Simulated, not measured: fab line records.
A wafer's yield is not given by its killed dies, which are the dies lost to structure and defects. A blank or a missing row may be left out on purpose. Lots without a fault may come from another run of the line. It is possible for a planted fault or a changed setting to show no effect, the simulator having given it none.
fab line records ; flow n5Finfet
record lots=13; wafers=36; lastDay=17
route steps=1938 shown BEOL_M14@1761 BEOL_M15@1774 PASSIVATION@1936
lots that met no fault: taken from a fault-free run of the same line
startH: the number of hours between the record's first day and the start of the first shown wafer of the lot ; waitH: hours from the lot's prior step to this one ; " the same as in the row above ; L1.1+2: a row that stands for several wafers ; - value missing, or start not given ; * or withheld: withheld ; < > ~ a bound
route shown NAME@n: a module of which the file shows steps, and the number in the route of the first ; usual: average and standard deviation across the fault-free wafers ; same: alike in all rows ; chamber/n: place in a boat ; sites: the reading at each site ; _std_site: standard deviation of those values ; _edge_site: the outer-site mean with the inner-site mean subtracted ; radiusMm: how far each site lies from the wafer's centre ; mask NAME#n: copy n ; behind: tool/chamber where the wafer was last shaped ; hold: why the lot was held/for how many hours/how that ended ; device: whichever transistor did not switch (one of n, p or np) ; end of line: tests run on the same wafers once the route is complete ; step lacking rows: just its recipe ; killed: dies lost to structure and defects at the first sort, not the wafer's yield ; map: the dies of a wafer, with x for killed, . for not killed, _ for no die there
set.NAME: the setting the step ran with; set.NAME@STEP: the setting that earlier step ran with ; model.NAME: the simulator's own value behind a step, which no gauge read
a sample of lots followed through the steps of the route, with each step as a table and each wafer as a row
services: the hour from which a tool's chamber was out of use, counted from the record's first day as startH (under 0 if before that day), plus the number of hours and why
## steps
# step N5_BEOL_M14_PRE_CLEAN_42
# recipe gas=H2/He; timeS=30; tempC=300
# usual heaterPowerW=455/27
lot.wafer;tool;chamber;startH;waitH;heaterPowerW
L586.2;pvdSputter-02;-;241.91;0.0;443
L586.3;pvdSputter-02;-;241.91;0.0;485
L586.4;pvdSputter-02;-;241.91;0.0;447
L588.3;pvdSputter-03;-;250.20;0.0;480
L588.4;pvdSputter-03;-;250.20;0.0;470
L588.6;pvdSputter-03;-;250.20;0.0;457
L587.1;pvdSputter-02;-;253.71;0.0;437
L587.5;pvdSputter-02;-;253.71;0.0;449
L590.1;pvdSputter-03;-;268.97;0.0;466
L590.5;pvdSputter-03;-;268.97;0.0;455
L590.6;pvdSputter-03;-;268.97;0.0;482
L591.2;pvdSputter-01;-;286.62;0.0;436
L591.4;pvdSputter-01;-;286.62;0.0;439
L591.6;pvdSputter-01;-;286.62;0.0;384
L595.1;pvdSputter-03;-;300.02;0.0;454
L595.3;pvdSputter-03;-;300.02;0.0;504
L594.1;pvdSputter-02;-;300.72;0.0;432
L594.3;pvdSputter-02;-;300.72;0.0;481
L594.5;pvdSputter-02;-;300.72;0.0;488
L596.3;pvdSputter-01;-;313.58;0.0;386
L596.4;pvdSputter-01;-;313.58;0.0;452
L596.5;pvdSputter-01;-;313.58;0.0;443
L598.5;pvdSputter-03;-;332.59;0.0;452
L598.6;pvdSputter-03;-;332.59;0.0;484
L599.1;pvdSputter-01;-;338.28;0.0;478
L599.4;pvdSputter-01;-;338.28;0.0;441
L599.5;pvdSputter-01;-;338.28;0.0;472
L601.2;pvdSputter-01;-;349.71;0.0;447
L601.4;pvdSputter-01;-;349.71;0.0;385
L601.6;pvdSputter-01;-;349.71;0.0;450
L607.1;pvdSputter-02;-;368.30;0.0;480
L607.4;pvdSputter-02;-;368.30;0.0;430
L607.5;pvdSputter-02;-;368.30;0.0;447
L609.1;pvdSputter-02;-;380.33;0.0;488
L609.2;pvdSputter-02;-;380.33;0.0;443
L609.6;pvdSputter-02;-;380.33;0.0;474
# step N5_BEOL_M14_THK_MEAS_50
# recipe thkMeasGauge=xrf; reads=Cu_of_BEOL_M14_ECD_47
# usual M14_THK=572/24
lot.wafer;tool;chamber;startH;waitH;M14_THK[nm]
L586.2;filmMetro-02;-;243.01;-;574
L586.3;filmMetro-02;-;243.01;-;539
L586.4;filmMetro-02;-;243.01;-;605
L588.3;filmMetro-02;-;251.42;-;619
L588.4;filmMetro-02;-;251.42;-;543
L588.6;filmMetro-02;-;251.42;-;622
L587.1;filmMetro-02;-;254.83;-;600
L587.5;filmMetro-02;-;254.83;-;583
L590.1;filmMetro-02;-;270.07;-;541
L590.5;filmMetro-02;-;270.07;-;543
L590.6;filmMetro-02;-;270.07;-;591
L591.2;filmMetro-01;-;287.88;-;545
L591.4;filmMetro-01;-;287.88;-;586
L591.6;filmMetro-01;-;287.88;-;583
L595.1;filmMetro-02;-;301.20;-;579
L595.3;filmMetro-02;-;301.20;-;540
L594.1;filmMetro-01;-;302.01;-;564
L594.3;filmMetro-01;-;302.01;-;554
L594.5;filmMetro-01;-;302.01;-;599
L596.3;filmMetro-01;-;314.72;-;537
L596.4;filmMetro-01;-;314.72;-;598
L596.5;filmMetro-01;-;314.72;-;615
L598.5;filmMetro-01;-;333.77;-;564
L598.6;filmMetro-01;-;333.77;-;588
L599.1;filmMetro-01;-;339.41;-;608
L599.4;filmMetro-01;-;339.41;-;557
L599.5;filmMetro-01;-;339.41;-;607
L601.2;filmMetro-02;-;350.83;-;554
L601.4;filmMetro-02;-;350.83;-;574
L601.6;filmMetro-02;-;350.83;-;601
L607.1;filmMetro-02;-;369.40;-;545
L607.4;filmMetro-02;-;369.40;-;584
L607.5;filmMetro-02;-;369.40;-;588
L609.1;filmMetro-02;-;382.32;-;624
L609.2;filmMetro-02;-;382.32;-;569
L609.6;filmMetro-02;-;382.32;-;582
# step N5_BEOL_M15_THK_MEAS_01
# recipe reads=SiO2_of_BEOL_M15_ILD_DEP_00
# usual M15_ILD_THK=1638/26
lot.wafer;tool;chamber;startH;waitH;M15_ILD_THK[nm]
L586.2;filmMetro-01;-;243.45;0.1;1670
L586.3;filmMetro-01;-;243.45;0.1;1674
L586.4;filmMetro-01;-;243.45;0.1;1681
L588.3;filmMetro-01;-;251.86;0.1;1635
L588.4;filmMetro-01;-;251.86;0.1;1617
L588.6;filmMetro-01;-;251.86;0.1;1675
L587.1;filmMetro-01;-;255.27;0.1;1666
L587.5;filmMetro-01;-;255.27;0.1;1648
L590.1;filmMetro-01;-;270.51;0.1;1622
L590.5;filmMetro-01;-;270.51;0.1;1642
L590.6;filmMetro-01;-;270.51;0.1;1649
L591.2;filmMetro-02;-;288.35;0.1;1631
L591.4;filmMetro-02;-;288.35;0.1;1619
L591.6;filmMetro-02;-;288.35;0.1;1641
L595.1;filmMetro-01;-;301.64;0.1;1647
L595.3;filmMetro-01;-;301.64;0.1;1604
L594.1;filmMetro-02;-;302.45;0.1;1632
L594.3;filmMetro-02;-;302.45;0.1;1637
L594.5;filmMetro-02;-;302.45;0.1;1635
L596.3;filmMetro-02;-;315.16;0.1;1639
L596.4;filmMetro-02;-;315.16;0.1;1618
L596.5;filmMetro-02;-;315.16;0.1;1649
L598.5;filmMetro-01;-;334.21;0.0;1676
L598.6;filmMetro-01;-;334.21;0.0;1674
L599.1;filmMetro-02;-;339.86;0.1;1651
L599.4;filmMetro-02;-;339.86;0.1;1669
L599.5;filmMetro-02;-;339.86;0.1;1686
L601.2;filmMetro-02;-;351.27;0.1;1626
L601.4;filmMetro-02;-;351.27;0.1;1653
L601.6;filmMetro-02;-;351.27;0.1;1663
L607.1;filmMetro-02;-;369.84;0.1;1631
L607.4;filmMetro-02;-;369.84;0.1;1678
L607.5;filmMetro-02;-;369.84;0.1;1702
L609.1;filmMetro-02;-;382.76;0.1;1614
L609.2;filmMetro-02;-;382.76;0.1;1581
L609.6;filmMetro-02;-;382.76;0.1;1607
# step N5_BEOL_M15_COAT_04
# recipe spinRpm=1704; resistThkNm=800
# usual spinSpeedRpm=1703.9/1.1
lot.wafer;tool;chamber;startH;waitH;spinSpeedRpm
L586.2;lithoTrack-01;0;243.49;-;1702.6
L586.3;lithoTrack-01;0;243.49;-;1704.7
L586.4;lithoTrack-01;0;243.49;-;1704.0
L588.3;lithoTrack-02;0;251.89;-;1704.2
L588.4;lithoTrack-02;0;251.89;-;1703.2
L588.6;lithoTrack-02;0;251.89;-;1703.1
L587.1;lithoTrack-02;0;255.31;-;1705.4
L587.5;lithoTrack-02;0;255.31;-;1703.6
L590.1;lithoTrack-01;0;270.54;-;1701.5
L590.5;lithoTrack-01;0;270.54;-;1703.1
L590.6;lithoTrack-01;0;270.54;-;1703.7
L591.2;lithoTrack-05;0;288.38;-;1704.2
L591.4;lithoTrack-05;0;288.38;-;1703.6
L591.6;lithoTrack-05;0;288.38;-;1704.4
L595.1;lithoTrack-01;0;301.68;-;2301.0
L595.3;lithoTrack-01;0;301.68;-;2302.5
L594.1;lithoTrack-01;0;302.49;-;2301.5
L594.3;lithoTrack-01;0;302.49;-;2302.2
L594.5;lithoTrack-01;0;302.49;-;2301.5
L596.3;lithoTrack-02;0;315.20;-;1704.8
L596.4;lithoTrack-02;0;315.20;-;1703.4
L596.5;lithoTrack-02;0;315.20;-;1704.8
L598.5;lithoTrack-02;0;334.24;-;1702.3
L598.6;lithoTrack-02;0;334.24;-;1701.5
L599.1;lithoTrack-02;0;339.89;-;1704.2
L599.4;lithoTrack-02;0;339.89;-;1702.4
L599.5;lithoTrack-02;0;339.89;-;1703.9
L601.2;lithoTrack-05;0;351.30;-;1705.7
L601.4;lithoTrack-05;0;351.30;-;1704.1
L601.6;lithoTrack-05;0;351.30;-;1704.0
L607.1;lithoTrack-05;0;369.87;-;1703.0
L607.4;lithoTrack-05;0;369.87;-;1702.5
L607.5;lithoTrack-05;0;369.87;-;1702.7
L609.1;lithoTrack-05;0;382.79;-;1701.9
L609.2;lithoTrack-05;0;382.79;-;1701.5
L609.6;lithoTrack-05;0;382.79;-;1702.7
# step N5_BEOL_M15_CD_MEAS_10
# recipe targetCdNm=360; landingEnergyEv=500; detector=seInlens; polarity=opening
# usual cdNm=360.7/2.1
lot.wafer;tool;chamber;startH;waitH;cdNm
L586.2;cdSem-03;0;243.75;-;361.4
L586.3;cdSem-03;0;243.75;-;363.9
L586.4;cdSem-03;0;243.75;-;359.7
L588.3;cdSem-01;0;252.29;-;361.4
L588.4;cdSem-01;0;252.29;-;358.4
L588.6;cdSem-01;0;252.29;-;357.7
L587.1;cdSem-02;0;255.57;-;359.9
L587.5;cdSem-02;0;255.57;-;360.3
L590.1;cdSem-03;0;270.94;-;359.5
L590.5;cdSem-03;0;270.94;-;360.6
L590.6;cdSem-03;0;270.94;-;363.6
L591.2;cdSem-03;0;288.78;-;363.6
L591.4;cdSem-03;0;288.78;-;363.2
L591.6;cdSem-03;0;288.78;-;360.9
L595.1;cdSem-01;0;301.95;-;365.5
L595.3;cdSem-01;0;301.95;-;364.9
L594.1;cdSem-03;0;302.88;-;366.4
L594.3;cdSem-03;0;302.88;-;370.0
L594.5;cdSem-03;0;302.88;-;364.9
L596.3;cdSem-03;0;315.46;-;362.2
L596.4;cdSem-03;0;315.46;-;362.7
L596.5;cdSem-03;0;315.46;-;364.8
L598.5;cdSem-03;0;334.64;-;359.8
L598.6;cdSem-03;0;334.64;-;358.4
L599.1;cdSem-02;0;340.16;-;359.0
L599.4;cdSem-02;0;340.16;-;357.1
L599.5;cdSem-02;0;340.16;-;362.7
L601.2;cdSem-02;0;351.57;-;360.5
L601.4;cdSem-02;0;351.57;-;361.1
L601.6;cdSem-02;0;351.57;-;359.3
L607.1;cdSem-02;0;370.27;-;363.2
L607.4;cdSem-02;0;370.27;-;360.6
L607.5;cdSem-02;0;370.27;-;364.0
L609.1;cdSem-01;0;383.19;-;363.9
L609.2;cdSem-01;0;383.19;-;358.9
L609.6;cdSem-01;0;383.19;-;361.7
# step N5_PASSIVATION_PROBE_49
# usual defectLimitedYield=91.4/1.6; killed_at_M0_to_M3=35/10; killed_at_M4_up=12/4.7; killedAtContacts=12/5.8; killedAtFrontEnd=38/12; killedAtOther=4/3.2; killedDies=102/18; killedOpen=68/14; killedShort=32/8; sort_bin_5_function=5.1/0.96; sort_bin_6_memory=3.2/0.77; sort_bin_8_speed=0.1/0.39; sortNPass=1078/20; sortYieldPct=91.3/1.7
# same grossDies=1180; killedAtBackSide=0; sort_bin_4_leakage[%]=0
lot.wafer;tool;chamber;startH;waitH;defectLimitedYield[%];killed_at_M0_to_M3;killed_at_M4_up;killedAtContacts;killedAtFrontEnd;killedAtOther;killedDies;killedOpen;killedShort;sort_bin_5_function[%];sort_bin_6_memory[%];sort_bin_8_speed[%];sortNPass;sortYieldPct[%]
L607.1;prober-02;-;390.75;0.4;91.0;41;14;17;33;1;106;72;33;5.3;3.1;0;1074;91.0
L607.4;prober-02;-;390.90;0.5;89.3;46;9;22;40;9;126;74;52;5.9;4.2;0;1054;89.3
L607.5;prober-02;-;390.95;0.6;89.7;58;11;13;37;3;122;75;45;5.8;4.1;0;1058;89.7
# killed by level:class
L607.1 MOL_CONTACT_COAG:geometricParticle:open=14 BEOL_M0_SAQP:geometricParticle:short=13 FIN_SAQP:geometricParticle:open=10 BEOL_M3:geometricParticle:open=7 GATE_CUT:geometricParticle:short=6 BEOL_M0_SAQP:geometricParticle:open=6 BEOL_M2:geometricParticle:open=6 FIN_SAQP:geometricParticle:short=5
L607.4 MOL_CONTACT_COAG:geometricParticle:open=17 BEOL_M3:geometricParticle:open=12 GATE_CUT:geometricParticle:short=11 FIN_SAQP:geometricParticle:short=10 BEOL_M0_SAQP:geometricParticle:short=9 BEOL_M0_SAQP:geometricParticle:open=7 BEOL_M1:geometricParticle:open=6 MOL_CONTACT_COAG:geometricParticle:short=5
L607.5 FIN_SAQP:geometricParticle:short=11 BEOL_M0_SAQP:geometricParticle:open=11 BEOL_M0_SAQP:geometricParticle:short=10 BEOL_M1:geometricParticle:open=9 BEOL_M2:geometricParticle:open=9 MOL_CONTACT_COAG:geometricParticle:open=8 GATE_CUT:geometricParticle:short=6 BEOL_M3:geometricParticle:open=6
## services
tool;chamber;startH;hours;kind
pvdSputter-01;-;346.24;2.4;repair
## key
firstSign step=N5_BEOL_M15_COAT_04; reading=spinSpeedRpm; direction=up; sigmas=99+; usual=*; struck=*
effect step=N5_BEOL_M15_CD_MEAS_10; reading=cdNm; direction=up; sigmas=2.7; usual=360.7; struck=366.3
metAt N5_BEOL_M15_COAT_04
struckLots L594,L595
notActingAt N5_BEOL_M14_PRE_CLEAN_42,N5_BEOL_M14_THK_MEAS_50,N5_BEOL_M15_THK_MEAS_01
onsetBetween 270.54 301.68
fault kind=processParameterDrift; tool=lithoTrack-01; chamber=-; onsetH=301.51; steps=N5_BEOL_M15_COAT_04; channel=spinRpm; offset=*; shape=step; actsIn=*; stated=*
